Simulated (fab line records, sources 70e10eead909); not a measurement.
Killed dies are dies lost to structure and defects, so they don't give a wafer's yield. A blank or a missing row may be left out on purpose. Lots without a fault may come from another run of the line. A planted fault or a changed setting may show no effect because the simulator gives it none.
Chamber matching | flow nand_harc | NHARC_A_STAIRCASE_DEP_322 on pecvd-04: 3 sister chambers
The step deposits SiO2, target thk 3800 nm. 20 wafers are shown with their chamber, then 10 later ones without.

WAFERS WITH THEIR CHAMBER
wafer  | chamber | heater_power_w (W)
L075.1 | 0       | 654
L075.3 | 1       | 556
L075.6 | 2       | 739
L076.1 | 2       | 768
L076.2 | 1       | 649
L076.6 | 0       | 544
L077.2 | 2       | 755
L077.4 | 1       | 544
L077.5 | 0       | 541
L077.1 | 0       | 621
L077.3 | 1       | 611
L077.6 | 2       | 752
L082.4 | 2       | 753
L082.5 | 0       | 548
L082.6 | 1       | 555
L083.1 | 2       | 879
L083.3 | 0       | 592
L083.4 | 1       | 532
L083.2 | 1       | 643
L083.5 | 2       | 772

SIGNATURES (means of the wafers above)
reading        | chamber 0 | chamber 1 | chamber 2 | scatter within a chamber
heater_power_w | 583.33    | 584.29    | 774.00    | 47.9
Rule: a wafer's distance from a chamber is the root of the sum, over the readings, of the square of ((its reading less the chamber's mean) divided by the reading's scatter). The wafer belongs to the nearest chamber; if the next one is less than 2 further off, it can't be placed. The scatter: the root of (the sum of the squares of (reading less its chamber's mean) over the shown wafers, divided by (wafers less chambers)).

WAFERS WITHOUT THEIR CHAMBER
wafer  | heater_power_w (W)
L083.6 | 533
L088.1 | 829
L088.3 | 593
L088.6 | 541
L094.2 | 750
L094.5 | 564
L094.6 | 700
L097.3 | 654
L097.4 | 557
L097.6 | 479

WHICH CHAMBER EACH WENT THROUGH
wafer  | from the rows above          | in truth
L083.6 | can't be placed: 0 or 1      | 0
L088.1 | 2                            | 2
L088.3 | can't be placed: 1 or 0      | 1
L088.6 | can't be placed: 0 or 1      | 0
L094.2 | 2                            | 2
L094.5 | can't be placed: 0 or 1      | 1
L094.6 | can't be placed: 2 or 1 or 0 | 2
L097.3 | can't be placed: 1 or 0 or 2 | 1
L097.4 | can't be placed: 0 or 1      | 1
L097.6 | can't be placed: 0 or 1      | 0
Placed correctly: 2 of 10. Can't be placed from these rows: 8 (the true chamber is among the candidates in 8). Placed wrongly: 0.
